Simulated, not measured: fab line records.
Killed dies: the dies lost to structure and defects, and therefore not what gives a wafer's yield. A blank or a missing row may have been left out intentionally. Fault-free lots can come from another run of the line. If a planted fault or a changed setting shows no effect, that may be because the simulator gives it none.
Chamber matching || flow n5 finfet || ald sin-02 running N5_FIN_SAQP_ALD_61: 4 sister chambers
The step deposits SiO2, target thk 4 nm, pulse time 1 s, purge time 2 s. 16 wafers are shown with their chamber, then 8 later ones without.

WAFERS PAIRED WITH THEIR CHAMBERS
{"wafer": "L075.3", "chamber": 2, "heater power w (W)": 476, "susceptor temp C (C)": 300.00, "precursor pulse height rel": 1.009}
{"wafer": "L075.4", "chamber": 0, "heater power w (W)": 440, "susceptor temp C (C)": 299.90, "precursor pulse height rel": 0.998}
{"wafer": "L075.5", "chamber": 0, "heater power w (W)": 439, "susceptor temp C (C)": 300.05, "precursor pulse height rel": 1.024}
{"wafer": "L078.2", "chamber": 0, "heater power w (W)": 456, "susceptor temp C (C)": 299.88, "precursor pulse height rel": 0.998}
{"wafer": "L078.5", "chamber": 2, "heater power w (W)": 469, "susceptor temp C (C)": 299.93, "precursor pulse height rel": 0.975}
{"wafer": "L078.6", "chamber": 3, "heater power w (W)": 513, "susceptor temp C (C)": 300.16, "precursor pulse height rel": 1.020}
{"wafer": "L080.2", "chamber": 0, "heater power w (W)": 443, "susceptor temp C (C)": 299.67, "precursor pulse height rel": 0.987}
{"wafer": "L080.3", "chamber": 2, "heater power w (W)": 470, "susceptor temp C (C)": 300.25, "precursor pulse height rel": 1.018}
{"wafer": "L080.4", "chamber": 3, "heater power w (W)": 519, "susceptor temp C (C)": 300.07, "precursor pulse height rel": 0.975}
{"wafer": "L085.2", "chamber": 1, "heater power w (W)": 573, "susceptor temp C (C)": 300.01, "precursor pulse height rel": 1.015}
{"wafer": "L085.3", "chamber": 0, "heater power w (W)": 444, "susceptor temp C (C)": 299.97, "precursor pulse height rel": 0.994}
{"wafer": "L085.4", "chamber": 3, "heater power w (W)": 522, "susceptor temp C (C)": 299.87, "precursor pulse height rel": 1.001}
{"wafer": "L086.2", "chamber": 2, "heater power w (W)": 458, "susceptor temp C (C)": 299.82, "precursor pulse height rel": 1.005}
{"wafer": "L086.3", "chamber": 1, "heater power w (W)": 567, "susceptor temp C (C)": 299.74, "precursor pulse height rel": 1.006}
{"wafer": "L086.6", "chamber": 0, "heater power w (W)": 452, "susceptor temp C (C)": 300.08, "precursor pulse height rel": 1.030}
{"wafer": "L087.2", "chamber": 3, "heater power w (W)": 509, "susceptor temp C (C)": 299.99, "precursor pulse height rel": 1.006}

SIGNATURES (means of the wafers above)
{"reading": "heater power w", "chamber 0": 445.67, "chamber 1": 570.00, "chamber 2": 468.25, "chamber 3": 515.75, "scatter within a chamber": 6.6}
{"reading": "susceptor temp C", "chamber 0": 299.9250, "chamber 1": 299.8750, "chamber 2": 300.0000, "chamber 3": 300.0225, "scatter within a chamber": 0.156}
{"reading": "precursor pulse height rel", "chamber 0": 1.00517, "chamber 1": 1.01050, "chamber 2": 1.00175, "chamber 3": 1.00050, "scatter within a chamber": 0.0175}
Rule: for a wafer and a chamber, the distance is found by dividing, reading by reading, the gap between the wafer's reading and the chamber's mean by the reading's scatter, squaring, summing and taking the root. The wafer belongs to the nearest chamber; if the next one is less than 2 further off, it can't be placed. The scatter: take each reading less its chamber's mean, square it, sum over the shown wafers, divide by the number of wafers less the number of chambers, and take the root.

WAFERS WITHOUT THEIR CHAMBER
{"wafer": "L087.4", "heater power w (W)": 466, "susceptor temp C (C)": 299.86, "precursor pulse height rel": 0.960}
{"wafer": "L087.5", "heater power w (W)": 470, "susceptor temp C (C)": 299.96, "precursor pulse height rel": 1.040}
{"wafer": "L089.2", "heater power w (W)": 510, "susceptor temp C (C)": 299.92, "precursor pulse height rel": 1.002}
{"wafer": "L089.5", "heater power w (W)": 519, "susceptor temp C (C)": 300.09, "precursor pulse height rel": 1.010}
{"wafer": "L089.6", "heater power w (W)": 466, "susceptor temp C (C)": 300.24, "precursor pulse height rel": 1.021}
{"wafer": "L097.4", "heater power w (W)": 574, "susceptor temp C (C)": 299.90, "precursor pulse height rel": 1.028}
{"wafer": "L097.5", "heater power w (W)": 473, "susceptor temp C (C)": 299.86, "precursor pulse height rel": 1.015}
{"wafer": "L097.6", "heater power w (W)": 523, "susceptor temp C (C)": 300.13, "precursor pulse height rel": 1.032}

WHICH CHAMBER EACH ONE RAN IN
{"wafer": "L087.4", "from the rows above": "can't be placed: 2 or 0", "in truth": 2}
{"wafer": "L087.5", "from the rows above": "can't be placed: 2 or 0", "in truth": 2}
{"wafer": "L089.2", "from the rows above": 3, "in truth": 3}
{"wafer": "L089.5", "from the rows above": 3, "in truth": 3}
{"wafer": "L089.6", "from the rows above": "can't be placed: 2 or 0", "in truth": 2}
{"wafer": "L097.4", "from the rows above": 1, "in truth": 1}
{"wafer": "L097.5", "from the rows above": 2, "in truth": 2}
{"wafer": "L097.6", "from the rows above": 3, "in truth": 3}
Placed correctly: 5 of 8. Not placeable from these rows: 3 (in 3, the candidates include the true chamber). Wrongly placed: 0.
